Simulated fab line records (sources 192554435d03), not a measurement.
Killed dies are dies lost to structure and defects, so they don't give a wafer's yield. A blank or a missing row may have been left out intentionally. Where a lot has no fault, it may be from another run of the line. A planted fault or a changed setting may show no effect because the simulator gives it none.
Chamber matching    flow n5 finfet    N5_BEOL_M4_ETCH_69 on rie diel-06 has 4 sister chambers
The step etches SiARC in CF4, target depth 15.6 nm, time 26 s. 8 wafers are shown with their chamber, then 8 later ones without.

== WAFERS, EACH WITH ITS CHAMBER ==
wafer   chamber  drypump motor current A (A)  showerhead plenum p Torr (Torr)
L083.5  1        5.8                          2.07
L084.3  1        5.8                          2.07
L084.4  0        6.4                          2.16
L084.6  2        5.0                          2.12
L088.1  3        6.4                          2.23
L088.4  0        6.4                          2.15
L088.5  3        6.4                          2.23
L091.2  2        4.9                          2.11

== WAFERS MISSING THEIR CHAMBER ==
wafer   drypump motor current A (A)  showerhead plenum p Torr (Torr)
L091.3  6.4                          2.23
L091.5  6.4                          2.23
L093.3  6.4                          2.15
L093.5  6.4                          2.23
L093.6  6.4                          2.15
L095.2  6.4                          2.14
L095.5  4.9                          2.11
L095.6  6.4                          2.23

== EACH ONE'S CHAMBER ==
wafer   from the rows above  in truth
L091.3  3                    3
L091.5  3                    3
L093.3  0                    0
L093.5  3                    3
L093.6  0                    0
L095.2  0                    0
L095.5  2                    2
L095.6  3                    3
Placed correctly: 8 of 8. Number that these rows cannot place: 0. Number placed wrongly: 0.
How it was worked out, from the rows above alone: a wafer's distance from a chamber is the root of the sum, over the readings, of the square of ((its reading less the chamber's mean) divided by the reading's scatter). If the next closest chamber is less than 2 further off than the closest, the wafer can't be placed; otherwise it belongs to the closest. The mean given for a chamber averages the wafers shown for that chamber. The scatter: the root of (the sum of the squares of (reading less its chamber's mean) over the shown wafers, divided by (wafers less chambers)).
